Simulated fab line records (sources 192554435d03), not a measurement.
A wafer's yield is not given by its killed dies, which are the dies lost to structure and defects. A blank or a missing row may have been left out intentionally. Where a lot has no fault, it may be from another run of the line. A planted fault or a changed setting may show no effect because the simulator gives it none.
Which tool was responsible? :: flow n5 finfet :: 33 wafers from 11 lots sampled at 2 of the route's 1938 steps

WHAT THE GAUGES READ, wafer by wafer
N5_STI_FIN_REVEAL_THK_MEAS_05.
lot: L075
measured: day 2 15:35
on: film metro-02
thk nm (nm): 131.6 131.5 132.5

lot: L077
measured: day 3 04:24
on: film metro-02
thk nm (nm): 132.2 133.6 131.6

lot: L079
measured: day 3 14:34
on: film metro-02
thk nm (nm): 133.3 134.1 136.2

lot: L082
measured: day 4 09:49
on: film metro-02
thk nm (nm): 131.5 132.0 132.1

lot: L084
measured: day 4 23:31
on: film metro-01
thk nm (nm): 130.6 131.9 130.5

lot: L086
measured: day 5 12:36
on: film metro-01
thk nm (nm): 133.8 132.9 131.6

lot: L088
measured: day 5 21:13
on: film metro-01
thk nm (nm): 134.4 133.0 131.2

lot: L091
measured: day 6 15:35
on: film metro-02
thk nm (nm): 131.6 131.7 132.1

lot: L093
measured: day 7 04:12
on: film metro-02
thk nm (nm): 132.2 132.8 132.7

lot: L095
measured: day 7 16:01
on: film metro-02
thk nm (nm): 132.2 131.9 132.2

lot: L097
measured: day 8 03:26
on: film metro-02
thk nm (nm): 131.5 131.7 131.2

WHAT TOOL EACH LOT RAN ON (gives the tool, then ch and the chambers of the sampled wafers, and finally the start)
lot: L075
N5_FIN_CUT_DESCUM_13: rie diel-01 ch 0,2,3, day 2 09:14

lot: L077
N5_FIN_CUT_DESCUM_13: rie diel-02 ch 1,2,3, day 2 21:14

lot: L079
N5_FIN_CUT_DESCUM_13: rie diel-06 ch 0,1,3, day 3 08:14

lot: L082
N5_FIN_CUT_DESCUM_13: rie diel-06 ch 1,2,3, day 4 03:20

lot: L084
N5_FIN_CUT_DESCUM_13: rie diel-01 ch 1,2,3, day 4 16:20

lot: L086
N5_FIN_CUT_DESCUM_13: rie diel-01 ch 0,2,3, day 5 05:20

lot: L088
N5_FIN_CUT_DESCUM_13: rie diel-02 ch 1,2,3, day 5 14:53

lot: L091
N5_FIN_CUT_DESCUM_13: rie diel-06 ch 1,2, day 6 09:16

lot: L093
N5_FIN_CUT_DESCUM_13: rie diel-06 ch 2,3, day 6 21:14

lot: L095
N5_FIN_CUT_DESCUM_13: rie diel-02 ch 0,1,2, day 7 09:30

lot: L097
N5_FIN_CUT_DESCUM_13: rie diel-06 ch 1,3, day 7 21:04
- N5_FIN_CUT_DESCUM_13: chemistry O2, time 7 s.

THE ANSWER, worked out from the rows above alone
Rule: what is usual is taken from the lots themselves. The widest of any qualifying gaps counts: lots, ordered by their means at a reading, are off when they make up no more than a third of the lots, leave a main group of 4 or more, and stand apart from it by 3 or more times the standard deviation of that group's means. If all means in a main group match to the digits the tables above print for the reading, that group is not used. Also off: a lot with no number at a reading for which 4 or more lots have one. Any other lot the step has rows for is counted as sound.
No lot is off on any of the readings shown, so nothing can be concluded from this.

WHAT WAS PUT IN BY THE SIMULATOR
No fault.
